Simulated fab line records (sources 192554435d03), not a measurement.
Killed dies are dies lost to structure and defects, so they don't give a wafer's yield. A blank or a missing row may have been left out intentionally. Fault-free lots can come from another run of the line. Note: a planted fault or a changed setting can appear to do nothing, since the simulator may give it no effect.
A struck lot beside a sound one || flow n5Finfet || 30 out of 1938 route steps
Sound: wafers L407.3, L407.5, L407.6. Struck: wafers L400.2, L400.5, L400.6. The cause is named last.
Per side, at each step with rows, come the tool, then ch with its chambers, and then its first start. Under that, the readings that differ: sound wafers || struck wafers || difference of the means || sigmas: that difference in standard deviations of wafers without a fault.
alike: readings with means less than 2 such deviations apart, plus words and numbers identical on both sides. not compared: withheld readings, readings lacking a value on some wafer, bounds such as >300 that could conceal the same value, and numbers that have no deviation in the record and whose values overlap.
A row with sigmas, a row that says differs or no value, or rows on one side alone: a step with any of these is where the two part. Numbers that have no deviation but don't overlap get no sigmas and don't part them. A reading missing from all wafers of one side parts the sides only when that side holds two or more wafers.

first, 9 steps without rows for these wafers: N5_BEOL_M1_DESCUM_16 (chemistry O2, time 7 s); N5_BEOL_M1_ETCH_74 (etches underlayer in N2/H2, target depth 6.5 nm, time 5.2 s); N5_BEOL_M1_ETCH_63 (etches SiARC in CF4, target depth 15.6 nm, time 26 s); N5_BEOL_M1_ETCH_64 (etches SOC in N2/H2, target depth 75 nm, overetch 15 nm, time 112.5 s); N5_BEOL_M1_STRIP_65 (strips in N2/H2); N5_BEOL_M1_STRIP_75 (strips in N2/H2); N5_BEOL_M1_STRIP_66 (strips in CF4); N5_BEOL_M1_HM_OPEN_17 (chemistry Cl2/BCl3, target TiN, target depth 20 nm, overetch 6 nm); N5_BEOL_M1_STRIP_19 (strips in O2).
N5_BEOL_M1_COAT_67: time 60 s, resist thk 60 nm.
  sound on lithoTrack-05 ch 0, day 11 16:17; struck on lithoTrack-03 ch 0, day 9 22:32
{"reading": "spinSpeedRpm (rpm)", "sound": "1500.7 1499.8 1502.3", "struck": "1441.1 1440.7 1440.9", "difference": -60.0, "sigmas": -63}
{"reading": "model.SOC_of_BEOL_M1_COAT_67.thkNm (nm)", "sound": "60 60 60.2", "struck": "61.2 61.2 61.2", "difference": "+1.1", "sigmas": ""}
then, 13 steps without rows for these wafers: N5_BEOL_M1_COAT_68 (time 60 s, resist thk 12 nm); N5_BEOL_M1_COAT_76 (time 60 s, resist thk 5 nm); N5_BEOL_M1_COAT_22 (resist thk 30 nm); N5_BEOL_M1_EBR_24; N5_BEOL_M1_SOFTBAKE_23 (time 60 s); N5_BEOL_M1_EXPOSE_25 (exposes mask V0, defocus 5 nm, target cd 24 nm); N5_BEOL_M1_PEB_26 (peb time 60 s); N5_BEOL_M1_DEVELOP_27 (develop time 30 s); N5_BEOL_M1_DESCUM_33 (chemistry O2, time 7 s); N5_BEOL_M1_ETCH_77 (etches underlayer in N2/H2, target depth 6.5 nm, time 5.2 s); N5_BEOL_M1_ETCH_69 (etches SiARC in CF4, target depth 15.6 nm, time 26 s); N5_BEOL_M1_ALD_98 (deposits SiO2, target thk 2.5 nm, pulse time 1 s, co reactant pulse time 1 s); N5_BEOL_M1_ETCHBACK_99 (etches SiO2 in CHF3, target depth 5 nm, time 10.4 s).
N5_BEOL_M1_ETCH_70: etches SOC in N2/H2, target depth 80 nm, overetch 16 nm, time 120 s.
  sound on rieDiel-01 ch 0,1,3, day 12 06:12; struck on rieDiel-05 ch 0,1,3, day 11 04:44
{"reading": "drypumpMotorCurrentA (A)", "sound": "6.1 6.1 6.3", "struck": "5.0 4.7 5.9", "difference": -1.0, "sigmas": -2}
{"reading": "model.etch.depthNm (nm)", "sound": "60.09 60.09 60.19", "struck": "61.27 61.24 61.16", "difference": "+1.10", "sigmas": ""}
  alike: h2FlowSccm, oesProductAu, rfVppV, showerheadPlenumPTorr, throttleValvePct
  not compared: rfHoursCounterH
then, 2 steps without rows for these wafers: N5_BEOL_M1_STRIP_71 (strips in N2/H2); N5_BEOL_M1_STRIP_78 (strips in N2/H2).
N5_BEOL_M1_VIA_ETCH_34: etches the open film in C4F6/O2, target depth 67.8 nm, time 64.4 s.
  sound on rieDiel-01 ch 0,1,3, day 12 06:18; struck on rieDiel-05 ch 0,1,3, day 11 04:50
{"reading": "drypumpMotorCurrentA (A)", "sound": "6.2 6.1 6.3", "struck": "5.0 4.7 5.9", "difference": -1.0, "sigmas": -2}
{"reading": "model.SOC_of_BEOL_M1_COAT_67.thkNm (nm)", "sound": "51.8 52 52.6", "struck": "53.4 53.6 53.2", "difference": "+1.3", "sigmas": ""}
  alike: oesProductAu, rfVppV, showerheadPlenumPTorr, throttleValvePct
  not compared: rfHoursCounterH
then, 1 step without rows for these wafers: N5_BEOL_M1_STRIP_83 (strips in C4F6/O2).
-- here the record skips 3 days between the struck wafers' starts before and after, leaving off in module BEOL_M1 and picking up in module BEOL_M4 (first step shown: number 1111 of the route) --
N5_BEOL_M4_RC_MEAS_101:
  sound on prober-02 ch 0, day 15 18:47; struck on prober-02 ch 0, day 13 18:16
  alike: DIBL_N, DIBL_P, IOFF_N, IOFF_P, ION_N, ION_P, SS_N, SS_P, VT_N, VT_P
-- here the record skips 5 days between the struck wafers' starts before and after, leaving off in module BEOL_M4 and picking up in module PASSIVATION (first step shown: number 1936 of the route) --
N5_PASSIVATION_PROBE_49:
  record: rows for the struck wafers here (prober-01, day 18 08:28), none for the sound ones

## WHERE THEY PART
At N5_BEOL_M1_COAT_67 first; at N5_PASSIVATION_PROBE_49 last (within this record only).

WHY: what the simulator had put in
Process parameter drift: lithoTrack-03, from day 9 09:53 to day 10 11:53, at N5_BEOL_M1_COAT_67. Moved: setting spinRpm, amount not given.
